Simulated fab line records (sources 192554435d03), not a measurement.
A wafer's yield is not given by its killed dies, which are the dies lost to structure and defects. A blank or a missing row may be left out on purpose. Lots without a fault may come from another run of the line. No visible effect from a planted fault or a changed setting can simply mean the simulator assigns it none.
fab line records | flow n5_finfet | part 1 of 2: steps 1 to 15 of 22
record: lots: 5 | wafers: 15 | last_day: 18
route steps=1938 shown FIN_SAQP@120
lots untouched by any fault: they come from a run of this same line in which no faults occurred
start_h: hours from the record's opening day to when the first of the lot's shown wafers began | wait_h: hours since the lot's step before | " repeats the value in the row above | L1.1+2: a row that stands for several wafers | - no value, or no start was given | * or withheld: withheld | < > ~ a bound
route shown NAME@n: a module of which the file shows steps, and the number in the route of the first | usual: mean and standard deviation over wafers with no fault | same: alike in all rows | chamber/n: place in a boat | sites: the reading at each site | _std_site: their standard deviation | _edge_site: the outer-site mean with the inner-site mean subtracted | radius_mm: for every site, how far away it sits from the centre of the wafer | mask NAME#n: copy n | behind: the last tool/chamber to shape the wafer | hold: the reason the lot was held/the length of the hold in hours/how it ended | device: which transistor (n, p or np) failed to switch | end of line: the tests these same wafers got at the end of their route | a step given without rows: its recipe and nothing more | killed: the dies lost at the first sort to structure and to defects; this is not the yield of the wafer | map: shows each die of a wafer: x if killed, . if not, _ if none is there
set.NAME: setting as actually run; set.NAME@STEP: the setting as run at that earlier step | model.NAME: the simulator's own value behind a step, which no gauge read
lots at selected steps of the route; one table per step, one row per wafer
services: a tool's chamber out of use, with start hour (start_h, from the record's first day; less than 0 if before it), hours out, and reason
== steps ==
step: N5_FIN_SAQP_MANDREL_ETCH_22
recipe: target_depth_a: 600 | chemistry: HBr/Cl2 | target: a-Si | stop_on: SiNx | bt_time_s: 10 | over_etch_frac: 0.5 | time_s: 30 | pressure_mtorr: 10 | icp_w: 800 | bias_w: 75 | HBr_flow_sccm: 150 | Cl2_flow_sccm: 80 | ends: end_point
usual: bias_w: 75.02/0.22 | drypump_motor_current_A: 5.7/0.43 | oes_product_au: 0.762/0.011 | throttle_valve_pct: 35.2/0.44
lot.wafer | tool      | chamber | start_h | wait_h | bias_w | drypump_motor_current_A | oes_product_au | rf_hours_counter_h | throttle_valve_pct
L075.1    | rie_si-01 | 2       | 28.66   | 0.0    | 74.73  | 5.4                     | 0.767          | 89                 | 34.6
L075.3    | "         | 1       | "       | "      | 75.06  | 6.3                     | 0.752          | 0                  | 34.8
L075.5    | "         | 1       | "       | "      | 74.71  | 6.3                     | 0.767          | -                  | 34.8
L081.3    | rie_si-01 | 3       | 65.47   | 0.0    | 75.19  | 5.3                     | 0.739          | 60                 | 35.5
L081.4    | "         | 2       | "       | "      | 74.85  | 5.4                     | 0.757          | -                  | 34.6
L081.6    | "         | 0       | "       | "      | 75.36  | 6.1                     | 0.760          | -                  | 35.4
L090.1    | rie_si-06 | 0       | 118.81  | 0.0    | 75.12  | 4.8                     | 0.747          | 26                 | 34.9
L090.2    | "         | 3       | "       | "      | 75.06  | 6.0                     | 0.768          | 73                 | 35.5
L090.5    | "         | 0       | "       | "      | 75.57  | 4.8                     | 0.753          | -                  | 34.8
L091.2    | rie_si-06 | 3       | 124.27  | 0.0    | 74.90  | 6.0                     | 0.777          | 73                 | 35.5
L091.3    | "         | 0       | "       | "      | 74.85  | 4.8                     | 0.753          | 26                 | 34.9
L091.4    | "         | 2       | "       | "      | 74.75  | 5.5                     | 0.764          | 55                 | 35.8
L097.2    | rie_si-01 | 1       | 161.79  | 0.0    | 74.90  | 6.3                     | 0.752          | 2                  | 34.8
L097.3    | "         | 0       | "       | "      | 74.95  | 6.0                     | 0.761          | 38                 | 35.4
L097.4    | "         | 3       | "       | "      | 75.21  | 5.3                     | 0.760          | 61                 | 35.4
step: N5_FIN_SAQP_STRIP_55
recipe: chemistry: N2/H2 | power_w: 500 | temp_c: 40 | pressure_mtorr: 50 | rf_frequency_hz: 6e+07 | overash_fraction: 0.3 | bias_power_w: 28 | h2_frac: 0.5 | n2_flow_sccm: 300 | h2_flow_sccm: 300
usual: bias_power_w: 27.99/0.078 | drypump_motor_current_A: 5.7/0.43 | oes_product_au: 0.75/0.079 | power_w: 499.9/1.5 | rf_vpp_V: 121.7/1.6 | showerhead_plenum_p_Torr: 3.30/0.11 | throttle_valve_pct: 19.0/0.45
lot.wafer | tool        | chamber | start_h | wait_h | bias_power_w | drypump_motor_current_A | oes_product_au | power_w | rf_hours_counter_h | rf_vpp_V | showerhead_plenum_p_Torr | throttle_valve_pct
L075.1    | rie_diel-04 | 3       | 28.75   | 0.1    | 28.01        | 5.4                     | 0.70           | 500.9   | 241                | 122.9    | 3.30                     | 18.7
L075.3    | "           | 0       | "       | "      | 27.99        | 5.6                     | 0.72           | 501.5   | 182                | 122.2    | 3.22                     | 19.3
L075.5    | "           | 2       | "       | "      | 27.77        | 5.8                     | 0.77           | 499.5   | -                  | 121.4    | 3.52                     | 19.1
L081.3    | rie_diel-04 | 2       | 65.57   | 0.1    | 28.01        | 5.8                     | 0.75           | 499.9   | 141                | 123.5    | 3.51                     | 19.1
L081.4    | "           | 0       | "       | "      | 27.96        | 5.6                     | 0.72           | 497.2   | -                  | 121.1    | 3.21                     | 19.4
L081.6    | "           | 2       | "       | "      | 27.92        | 5.8                     | 0.76           | 501.0   | -                  | 122.1    | 3.51                     | 19.1
L090.1    | rie_diel-05 | 1       | 118.91  | 0.1    | 28.00        | 6.1                     | 0.92           | 502.0   | 21                 | 122.5    | 3.32                     | 18.8
L090.2    | "           | 3       | "       | "      | 27.89        | 5.6                     | 0.68           | 500.0   | 250                | 124.0    | 3.33                     | 20.1
L090.5    | "           | 3       | "       | "      | 28.04        | 5.6                     | 0.68           | 501.0   | -                  | 122.0    | 3.33                     | 20.0
L091.2    | rie_diel-04 | 0       | 124.37  | 0.1    | 28.03        | 5.6                     | 0.70           | 498.3   | 220                | 119.9    | 3.20                     | 19.4
L091.3    | "           | 1       | "       | "      | 28.01        | 5.3                     | 0.72           | 500.7   | 168                | 120.2    | 3.22                     | 18.3
L091.4    | "           | 3       | "       | "      | 27.89        | 5.4                     | 0.91           | 496.7   | 13                 | 121.7    | 3.29                     | 18.3
L097.2    | rie_diel-06 | 3       | 161.89  | 0.1    | 28.01        | 6.5                     | 0.86           | 500.1   | 48                 | 124.2    | 3.28                     | 18.8
L097.3    | "           | 1       | "       | "      | 28.04        | 6.0                     | 0.69           | 499.2   | 230                | 122.2    | 3.31                     | 19.1
L097.4    | "           | 2       | "       | "      | 27.96        | 5.5                     | 0.70           | 499.9   | 191                | 121.8    | 3.23                     | 19.6
step: N5_FIN_SAQP_STRIP_23
recipe: chemistry: SPM | time_s: 750 | temp_c: 130 | h2so4_h2o2_vol_ratio: 4
lot.wafer  | tool         | chamber | start_h | wait_h
L075.1+3+5 | wet_bench-01 | 2,6,4   | 28.82   | -
L081.3+4+6 | wet_bench-01 | 0,5,4   | 65.64   | -
L090.1+2+5 | wet_bench-05 | 6,4,3   | 118.97  | -
L091.2+3+4 | wet_bench-01 | 7,4,5   | 124.43  | -
L097.2+3+4 | wet_bench-05 | 6,4,5   | 161.95  | -
step: N5_FIN_SAQP_SRD_66
recipe: dry: ipa_marangoni | time_s: 30 | temp_c: 23 | rinse_liquid: diw
lot.wafer  | tool         | chamber | start_h | wait_h
L075.1+3+5 | wet_bench-01 | 2,6,4   | 29.05   | 0.0
L081.3+4+6 | wet_bench-01 | 0,5,4   | 65.85   | 0.0
L090.1+2+5 | wet_bench-05 | 6,4,3   | 119.18  | 0.0
L091.2+3+4 | wet_bench-01 | 7,4,5   | 124.64  | 0.0
L097.2+3+4 | wet_bench-05 | 6,4,5   | 162.37  | 0.0
step: N5_FIN_SAQP_RECESS_75
recipe: chemistry: HF/NH3 | target: SiO2 | target_depth_a: 144 | afs_cycles: 3 | temp_c: 30 | sublimation_temp_c: 180 | sublimation_time_s: 60
usual: drypump_motor_current_A: 5.9/0.47
lot.wafer | tool          | chamber | start_h | wait_h | drypump_motor_current_A
L075.1    | vapor_etch-02 | 0       | 29.10   | 0.0    | 5.4
L075.3    | "             | 1       | "       | "      | 6.4
L075.5    | "             | 0       | "       | "      | 5.4
L081.3    | vapor_etch-01 | 1       | 66.01   | 0.1    | 6.1
L081.4    | "             | 0       | "       | "      | 5.4
L081.6    | "             | 1       | "       | "      | 6.1
L090.1    | vapor_etch-02 | 0       | 119.23  | 0.0    | 5.4
L090.2    | "             | 1       | "       | "      | 6.4
L090.5    | "             | 0       | "       | "      | 5.4
L091.2    | vapor_etch-02 | 0       | 124.69  | 0.0    | 5.4
L091.3    | "             | 0       | "       | "      | 5.4
L091.4    | "             | 1       | "       | "      | 6.4
L097.2    | vapor_etch-01 | 0       | 162.44  | 0.0    | 5.4
L097.3    | "             | 1       | "       | "      | 6.1
L097.4    | "             | 0       | "       | "      | 5.4
step: N5_FIN_SAQP_SPACER1_ALD_24
recipe: material: SiO2 | target_thk_a: 203 | temp_c: 300 | ald_precursor_family: BDEAS | ald_co_reactant: O2-plasma | pulse_time_s: 1 | purge_time_s: 2 | co_reactant_purge_time_s: 2 | ald_cycles: 218 | pressure_torr: 2
usual: heater_power_w: 473/47 | precursor_pulse_height_rel: 1.002/0.02
lot.wafer | tool       | chamber | start_h | wait_h | heater_power_w | precursor_pulse_height_rel
L075.1    | ald_sin-02 | 2       | 29.99   | 0.8    | 485            | 0.989
L075.3    | "          | 0       | "       | "      | 416            | 0.988
L075.5    | "          | 1       | "       | "      | 459            | 1.022
L081.3    | ald_sin-02 | 0       | 66.28   | 0.1    | 401            | 1.008
L081.4    | "          | 3       | "       | "      | 478            | 1.004
L081.6    | "          | 3       | "       | "      | 484            | 0.995
L090.1    | ald_sin-04 | 3       | 119.61  | 0.3    | 471            | 0.986
L090.2    | "          | 2       | "       | "      | 490            | 1.003
L090.5    | "          | 2       | "       | "      | 493            | 1.012
L091.2    | ald_sin-04 | 1       | 125.07  | 0.3    | 550            | 1.032
L091.3    | "          | 3       | "       | "      | 477            | 1.011
L091.4    | "          | 0       | "       | "      | 523            | 0.982
L097.2    | ald_sin-01 | 3       | 162.82  | 0.3    | 418            | 1.019
L097.3    | "          | 0       | "       | "      | 413            | 1.020
L097.4    | "          | 1       | "       | "      | 404            | 0.993
step: N5_FIN_SAQP_SPACER1_ETCHBACK_25
recipe: chemistry: CHF3/O2 | mode: anisotropic_etchback | target: SiO2 | target_depth_a: 244 | time_s: 12.2 | pressure_mtorr: 30 | source_w: 650 | bias_w: 170 | Ar_flow_sccm: 200 | CHF3_flow_sccm: 50 | O2_flow_sccm: 5 | ion_energy_ev: 200
usual: bias_w: 170.0/0.45 | drypump_motor_current_A: 5.8/0.43 | oes_f_703_au: 0.77/0.093 | oes_product_au: 0.76/0.09 | rf_vpp_V: 519/11 | showerhead_plenum_p_Torr: 2.37/0.074 | throttle_valve_pct: 18.88/0.26
lot.wafer | tool        | chamber | start_h | wait_h | bias_w | drypump_motor_current_A | oes_f_703_au | oes_product_au | rf_hours_counter_h | rf_vpp_V | showerhead_plenum_p_Torr | throttle_valve_pct
L075.1    | rie_diel-06 | 0       | 30.70   | 0.4    | 169.9  | 6.6                     | 0.74         | 0.72           | 199                | 517      | 2.40                     | 19.22
L075.3    | "           | 2       | "       | "      | 168.9  | 5.4                     | 0.75         | 0.75           | 142                | 541      | 2.29                     | 18.79
L075.5    | "           | 1       | "       | "      | 170.1  | 6.0                     | 0.76         | 0.74           | -                  | 524      | 2.37                     | 19.06
L081.3    | rie_diel-05 | 2       | 67.15   | 0.5    | 170.0  | 5.1                     | 0.74         | 0.73           | 171                | 519      | 2.53                     | 18.83
L081.4    | "           | 0       | "       | "      | 169.9  | 5.7                     | 0.72         | 0.71           | 199                | 532      | 2.30                     | 19.06
L081.6    | "           | 3       | "       | "      | 170.0  | 5.6                     | 0.69         | 0.68           | -                  | 503      | 2.40                     | 19.20
L090.1    | rie_diel-04 | 2       | 120.33  | 0.4    | 170.1  | 5.8                     | 0.76         | 0.74           | 161                | 510      | 2.49                     | 18.96
L090.2    | "           | 1       | "       | "      | 169.9  | 5.2                     | 0.74         | 0.72           | 166                | 515      | 2.30                     | 18.48
L090.5    | "           | 0       | "       | "      | 169.8  | 5.7                     | 0.71         | 0.70           | -                  | 512      | 2.30                     | 18.84
L091.2    | rie_diel-04 | 1       | 125.92  | 0.5    | 171.1  | 5.2                     | 0.73         | 0.71           | 169                | 516      | 2.30                     | 18.49
L091.3    | "           | 3       | "       | "      | 170.7  | 5.3                     | 0.94         | 0.92           | 13                 | 519      | 2.38                     | 18.54
L091.4    | "           | 0       | "       | "      | 170.7  | 5.6                     | 0.70         | 0.69           | 220                | 513      | 2.30                     | 18.83
L097.2    | rie_diel-06 | 3       | 163.54  | 0.4    | 170.2  | 6.5                     | 0.95         | 0.89           | 48                 | 497      | 2.32                     | 18.59
L097.3    | "           | 1       | "       | "      | 169.6  | 6.0                     | 0.73         | 0.70           | 230                | 527      | 2.35                     | 19.14
L097.4    | "           | 0       | "       | "      | 170.3  | 6.6                     | 0.72         | 0.69           | 238                | 517      | 2.39                     | 19.25
step: N5_FIN_SAQP_MANDREL1_REMOVE_56
recipe: chemistry: HBr/Cl2/O2 | bt_time_s: 10 | target: a-Si | stop_on: SiNx | endpoint: OES-SiCl | over_etch_frac: 1 | icp_w: 600 | bias_w: 22 | HBr_flow_sccm: 150 | Cl2_flow_sccm: 80 | O2_flow_sccm: 5 | pressure_mtorr: 10
usual: bias_w: 22.00/0.062 | drypump_motor_current_A: 5.7/0.4 | oes_product_au: 0.993/0.0093 | throttle_valve_pct: 36.6/0.49
lot.wafer | tool      | chamber | start_h | wait_h | bias_w | drypump_motor_current_A | oes_product_au | rf_hours_counter_h | throttle_valve_pct
L075.1    | rie_si-04 | 2       | 30.79   | 0.1    | 21.97  | 6.5                     | 1.007          | 8                  | 35.6
L075.3    | "         | 0       | "       | "      | 21.91  | 5.6                     | 0.987          | 123                | 37.0
L075.5    | "         | 2       | "       | "      | 22.02  | 6.4                     | 1.001          | -                  | 35.6
L081.3    | rie_si-01 | 3       | 67.24   | 0.1    | 21.94  | 5.3                     | 0.983          | 60                 | 36.8
L081.4    | "         | 2       | "       | "      | 21.88  | 5.3                     | 0.991          | -                  | 35.9
L081.6    | "         | 3       | "       | "      | 21.97  | 5.3                     | 0.990          | -                  | 36.8
L090.1    | rie_si-01 | 2       | 120.42  | 0.1    | 22.00  | 5.4                     | 0.984          | 91                 | 35.9
L090.2    | "         | 1       | "       | "      | 22.03  | 6.3                     | 0.998          | 2                  | 36.1
L090.5    | "         | 0       | "       | "      | 22.01  | 6.1                     | 0.983          | -                  | 36.7
L091.2    | rie_si-04 | 3       | 126.01  | 0.1    | 22.00  | 5.6                     | 0.987          | 3                  | 37.1
L091.3    | "         | 1       | "       | "      | 22.00  | 5.5                     | 0.986          | 108                | 36.7
L091.4    | "         | 2       | "       | "      | 22.01  | 6.5                     | 1.004          | 10                 | 35.6
L097.2    | rie_si-04 | 3       | 163.62  | 0.1    | 22.01  | 5.6                     | 0.988          | 4                  | 37.1
L097.3    | "         | 0       | "       | "      | 22.02  | 5.6                     | 0.990          | 126                | 37.0
L097.4    | "         | 1       | "       | "      | 21.94  | 5.5                     | 0.981          | 109                | 36.7
step: N5_FIN_SAQP_CD_MEAS_27
recipe: target_cd_nm: 20 | landing_energy_ev: 1000 | detector: se_inlens | polarity: line
usual: cd_nm: 20.38/0.25
lot.wafer | tool      | chamber | start_h | wait_h | cd_nm
L075.1    | cd_sem-01 | 0       | 30.90   | 0.1    | 20.37
L075.3    | "         | 0       | "       | "      | 20.32
L075.5    | "         | 0       | "       | "      | 20.69
L081.3    | cd_sem-01 | 0       | 67.36   | 0.1    | 20.67
L081.4    | "         | 0       | "       | "      | 20.31
L081.6    | "         | 0       | "       | "      | 20.36
L090.1    | cd_sem-01 | 0       | 120.53  | 0.1    | 20.52
L090.2    | "         | 0       | "       | "      | 20.70
L090.5    | "         | 0       | "       | "      | 20.97
L091.2    | cd_sem-02 | 0       | 126.12  | 0.1    | 20.68
L091.3    | "         | 0       | "       | "      | 20.56
L091.4    | "         | 0       | "       | "      | 20.88
L097.2    | cd_sem-03 | 0       | 163.74  | 0.1    | 20.66
L097.3    | "         | 0       | "       | "      | 20.46
L097.4    | "         | 0       | "       | "      | 20.39
step: N5_FIN_SAQP_ETCH_57
recipe: chemistry: CH3F/O2 | target: SiNx | mask_material: SiO2 | target_depth_a: 325 | time_s: 46.4 | pressure_mtorr: 30 | source_w: 395 | bias_w: 73 | Ar_flow_sccm: 150 | CH3F_flow_sccm: 30 | O2_flow_sccm: 20 | ion_energy_ev: 120 | ends: cleared
usual: bias_w: 73.02/0.22 | drypump_motor_current_A: 5.7/0.42 | etch_rf_on_time_s: 46.3/1.3 | oes_f_703_au: 0.77/0.1 | oes_product_au: 0.65/0.08 | rf_vpp_V: 294/5.9 | showerhead_plenum_p_Torr: 1.97/0.063 | throttle_valve_pct: 16.32/0.26
lot.wafer | tool        | chamber | start_h | wait_h | bias_w | drypump_motor_current_A | etch_rf_on_time_s | oes_f_703_au | oes_product_au | rf_hours_counter_h | rf_vpp_V | showerhead_plenum_p_Torr | throttle_valve_pct
L075.1    | rie_diel-05 | 3       | 30.95   | 0.0    | 73.01  | 5.6                     | 47.4              | 0.71         | 0.60           | 216                | 287      | 2.00                     | 16.61
L075.3    | "           | 0       | "       | "      | 72.83  | 5.7                     | 44.8              | 0.72         | 0.62           | 182                | 302      | 1.92                     | 16.55
L075.5    | "           | 2       | "       | "      | 73.05  | 5.1                     | 46.6              | 0.75         | 0.64           | -                  | 295      | 2.10                     | 16.22
L081.3    | rie_diel-05 | 1       | 67.48   | 0.1    | 72.99  | 6.0                     | 44.9              | 0.99         | 0.83           | 1                  | 294      | 1.98                     | 15.98
L081.4    | "           | 0       | "       | "      | 73.15  | 5.7                     | 46.0              | 0.72         | 0.61           | 199                | 302      | 1.91                     | 16.57
L081.6    | "           | 0       | "       | "      | 72.88  | 5.7                     | 46.7              | 0.71         | 0.61           | -                  | 303      | 1.91                     | 16.59
L090.1    | rie_diel-05 | 3       | 120.58  | 0.0    | 72.79  | 5.6                     | 46.9              | 0.68         | 0.57           | 251                | 287      | 1.98                     | 16.68
L090.2    | "           | 1       | "       | "      | 73.41  | 6.1                     | 44.3              | 0.91         | 0.77           | 22                 | 294      | 1.97                     | 16.02
L090.5    | "           | 3       | "       | "      | 72.90  | 5.6                     | 47.4              | 0.69         | 0.57           | -                  | 287      | 1.98                     | 16.68
L091.2    | rie_diel-05 | 3       | 126.22  | 0.1    | 72.90  | 5.6                     | 46.9              | 0.68         | 0.57           | 253                | 286      | 1.98                     | 16.68
L091.3    | "           | 0       | "       | "      | 73.26  | 5.7                     | 46.3              | 0.70         | 0.60           | 222                | 304      | 1.91                     | 16.64
L091.4    | "           | 2       | "       | "      | 72.82  | 5.1                     | 47.6              | 0.73         | 0.61           | 187                | 297      | 2.09                     | 16.28
L097.2    | rie_diel-05 | 1       | 163.78  | 0.0    | 72.68  | 6.1                     | 45.0              | 0.88         | 0.75           | 39                 | 295      | 1.97                     | 16.05
L097.3    | "           | 0       | "       | "      | 72.76  | 5.7                     | 46.5              | 0.69         | 0.59           | 237                | 304      | 1.90                     | 16.63
L097.4    | "           | 0       | "       | "      | 72.65  | 5.8                     | 45.9              | 0.68         | 0.59           | -                  | 301      | 1.90                     | 16.65
step: N5_FIN_SAQP_ETCH_65
recipe: chemistry: CF4 | target: SiO2 | target_depth_a: 40 | ion_energy_ev: 350 | time_s: 4.4 | pressure_mtorr: 10 | icp_w: 800 | bias_w: 400 | cf4_flow_sccm: 80
usual: bias_w: 400.1/1.1 | drypump_motor_current_A: 5.7/0.41 | oes_product_au: 0.988/0.027 | throttle_valve_pct: 21.77/0.23
lot.wafer | tool      | chamber | start_h | wait_h | bias_w | drypump_motor_current_A | oes_product_au | rf_hours_counter_h | throttle_valve_pct
L075.1    | rie_si-01 | 1       | 31.06   | 0.1    | 398.6  | 6.3                     | 0.982          | 0                  | 21.58
L075.3    | "         | 3       | "       | "      | 402.0  | 5.3                     | 1.015          | 59                 | 21.58
L075.5    | "         | 2       | "       | "      | 400.1  | 5.4                     | 1.000          | -                  | 21.71
L081.3    | rie_si-06 | 1       | 67.59   | 0.1    | 399.0  | 5.8                     | 1.016          | 96                 | 21.62
L081.4    | "         | 0       | "       | "      | 399.8  | 4.8                     | 0.968          | 25                 | 21.52
L081.6    | "         | 3       | "       | "      | 398.5  | 6.0                     | 0.984          | -                  | 21.95
L090.1    | rie_si-06 | 0       | 120.68  | 0.1    | 400.0  | 4.8                     | 0.956          | 26                 | 21.51
L090.2    | "         | 1       | "       | "      | 400.6  | 5.8                     | 0.999          | 97                 | 21.62
L090.5    | "         | 1       | "       | "      | 399.9  | 5.8                     | 0.999          | -                  | 21.63
L091.2    | rie_si-04 | 2       | 126.32  | 0.1    | 401.0  | 6.4                     | 1.012          | 10                 | 21.41
L091.3    | "         | 1       | "       | "      | 399.9  | 5.5                     | 1.008          | 108                | 21.85
L091.4    | "         | 3       | "       | "      | 397.8  | 5.6                     | 0.949          | 3                  | 22.13
L097.2    | rie_si-01 | 2       | 163.89  | 0.1    | 401.5  | 5.3                     | 0.985          | 92                 | 21.71
L097.3    | "         | 1       | "       | "      | 400.8  | 6.2                     | 0.963          | 2                  | 21.57
L097.4    | "         | 3       | "       | "      | 399.4  | 5.3                     | 0.994          | 61                 | 21.57
step: N5_FIN_SAQP_MANDREL_ETCH_58
recipe: chemistry: HBr/Cl2 | target: a-Si | target_depth_a: 450 | bt_time_s: 10 | stop_on: SiNx | mask_material: SiO2 | over_etch_frac: 0.8 | time_s: 27 | pressure_mtorr: 10 | icp_w: 800 | bias_w: 75 | HBr_flow_sccm: 150 | Cl2_flow_sccm: 80 | ends: end_point
usual: bias_w: 75.04/0.21 | drypump_motor_current_A: 5.7/0.41 | oes_product_au: 0.691/0.0086 | throttle_valve_pct: 35.4/0.48
lot.wafer | tool      | chamber | start_h | wait_h | bias_w | drypump_motor_current_A | oes_product_au | rf_hours_counter_h | throttle_valve_pct
L075.1    | rie_si-01 | 1       | 31.09   | 0.0    | 75.15  | 6.3                     | 0.696          | 0                  | 35.0
L075.3    | "         | 3       | "       | "      | 75.51  | 5.3                     | 0.681          | 59                 | 35.6
L075.5    | "         | 2       | "       | "      | 74.81  | 5.3                     | 0.695          | -                  | 34.8
L081.3    | rie_si-06 | 1       | 67.62   | 0.0    | 75.16  | 5.8                     | 0.704          | 96                 | 35.1
L081.4    | "         | 0       | "       | "      | 74.83  | 4.8                     | 0.695          | 25                 | 35.0
L081.6    | "         | 3       | "       | "      | 75.11  | 6.0                     | 0.701          | -                  | 35.7
L090.1    | rie_si-06 | 0       | 120.72  | 0.0    | 75.39  | 4.8                     | 0.665          | 26                 | 35.1
L090.2    | "         | 1       | "       | "      | 75.17  | 5.8                     | 0.703          | 97                 | 35.1
L090.5    | "         | 1       | "       | "      | 75.12  | 5.8                     | 0.703          | -                  | 35.1
L091.2    | rie_si-04 | 2       | 126.36  | 0.0    | 74.91  | 6.4                     | 0.691          | 10                 | 34.5
L091.3    | "         | 1       | "       | "      | 75.06  | 5.5                     | 0.693          | 108                | 35.6
L091.4    | "         | 3       | "       | "      | 75.03  | 5.6                     | 0.695          | 3                  | 35.9
L097.2    | rie_si-01 | 2       | 163.92  | 0.0    | 75.14  | 5.3                     | 0.688          | 92                 | 34.8
L097.3    | "         | 1       | "       | "      | 75.02  | 6.3                     | 0.690          | 2                  | 35.0
L097.4    | "         | 3       | "       | "      | 75.33  | 5.3                     | 0.686          | 61                 | 35.6
step: N5_FIN_SAQP_RECESS_63
recipe: chemistry: HF/NH3 | target: SiO2 | target_depth_a: 180 | afs_cycles: 3 | temp_c: 30 | sublimation_temp_c: 180 | sublimation_time_s: 60
usual: drypump_motor_current_A: 5.9/0.46
lot.wafer | tool          | chamber | start_h | wait_h | drypump_motor_current_A
L075.1    | vapor_etch-01 | 1       | 31.17   | 0.1    | 6.2
L075.3    | "             | 1       | "       | "      | 6.1
L075.5    | "             | 0       | "       | "      | 5.5
L081.3    | vapor_etch-02 | 1       | 67.82   | 0.2    | 6.4
L081.4    | "             | 0       | "       | "      | 5.4
L081.6    | "             | 0       | "       | "      | 5.4
L090.1    | vapor_etch-02 | 0       | 120.80  | 0.1    | 5.4
L090.2    | "             | 1       | "       | "      | 6.4
L090.5    | "             | 1       | "       | "      | 6.4
L091.2    | vapor_etch-01 | 1       | 126.44  | 0.1    | 6.1
L091.3    | "             | 1       | "       | "      | 6.1
L091.4    | "             | 0       | "       | "      | 5.5
L097.2    | vapor_etch-01 | 1       | 164.00  | 0.1    | 6.1
L097.3    | "             | 0       | "       | "      | 5.5
L097.4    | "             | 1       | "       | "      | 6.1
step: N5_FIN_SAQP_COAT_68
recipe: resist: SOC | temp_c: 250 | time_s: 60 | spin_rpm: 1500 | resist_thk_nm: 100
lot.wafer  | tool           | chamber | start_h | wait_h
L075.1+3+5 | litho_track-01 | 0       | 31.56   | 0.3
L081.3+4+6 | litho_track-05 | 0       | 68.09   | 0.2
L090.1+2+5 | litho_track-01 | 0       | 121.18  | 0.3
L091.2+3+4 | litho_track-02 | 0       | 126.83  | 0.3
L097.2+3+4 | litho_track-05 | 0       | 164.39  | 0.3
step: N5_FIN_SAQP_ETCH_69
recipe: chemistry: N2/H2 | target: SOC | target_depth_a: 1500 | stop_on: SiNx | ion_energy_ev: 100 | bias_w: 61 | pressure_mtorr: 30 | source_w: 850 | n2_flow_sccm: 200 | h2_flow_sccm: 200
usual: bias_w: 61.01/0.18 | drypump_motor_current_A: 5.8/0.46 | oes_product_au: 0.76/0.085 | rf_vpp_V: 240.1/1.3 | showerhead_plenum_p_Torr: 2.50/0.071 | throttle_valve_pct: 17.85/0.28
lot.wafer | tool        | chamber | start_h | wait_h | bias_w | drypump_motor_current_A | oes_product_au | rf_hours_counter_h | rf_vpp_V | showerhead_plenum_p_Torr | throttle_valve_pct
L075.1    | rie_diel-04 | 1       | 31.62   | -      | 61.19  | 5.2                     | 0.75           | 132                | 239.2    | 2.45                     | 17.35
L075.3    | "           | 2       | "       | "      | 60.72  | 5.8                     | 0.76           | 127                | 242.7    | 2.67                     | 17.97
L075.5    | "           | 1       | "       | "      | 61.27  | 5.2                     | 0.75           | -                  | 239.0    | 2.45                     | 17.34
L081.3    | rie_diel-05 | 2       | 68.20   | -      | 60.95  | 5.1                     | 0.73           | 171                | 242.8    | 2.65                     | 17.66
L081.4    | "           | 0       | "       | "      | 61.03  | 5.7                     | 0.71           | 200                | 238.3    | 2.39                     | 17.78
L081.6    | "           | 2       | "       | "      | 61.02  | 5.1                     | 0.73           | -                  | 242.5    | 2.65                     | 17.66
L090.1    | rie_diel-06 | 1       | 121.34  | -      | 61.20  | 6.0                     | 0.70           | 214                | 241.9    | 2.51                     | 18.11
L090.2    | "           | 2       | "       | "      | 60.66  | 5.4                     | 0.72           | 175                | 239.2    | 2.45                     | 18.13
L090.5    | "           | 3       | "       | "      | 60.92  | 6.5                     | 0.89           | -                  | 240.2    | 2.49                     | 17.68
L091.2    | rie_diel-06 | 3       | 126.89  | -      | 60.81  | 6.4                     | 0.89           | 35                 | 239.7    | 2.49                     | 17.69
L091.3    | "           | 2       | "       | "      | 60.87  | 5.5                     | 0.71           | 178                | 239.1    | 2.45                     | 18.12
L091.4    | "           | 3       | "       | "      | 60.80  | 6.5                     | 0.89           | -                  | 240.3    | 2.49                     | 17.70
L097.2    | rie_diel-04 | 3       | 164.45  | -      | 61.30  | 5.3                     | 0.88           | 27                 | 240.1    | 2.48                     | 17.28
L097.3    | "           | 0       | "       | "      | 60.93  | 5.7                     | 0.68           | 234                | 238.8    | 2.41                     | 17.88
L097.4    | "           | 2       | "       | "      | 61.17  | 5.8                     | 0.72           | 173                | 242.1    | 2.65                     | 18.03
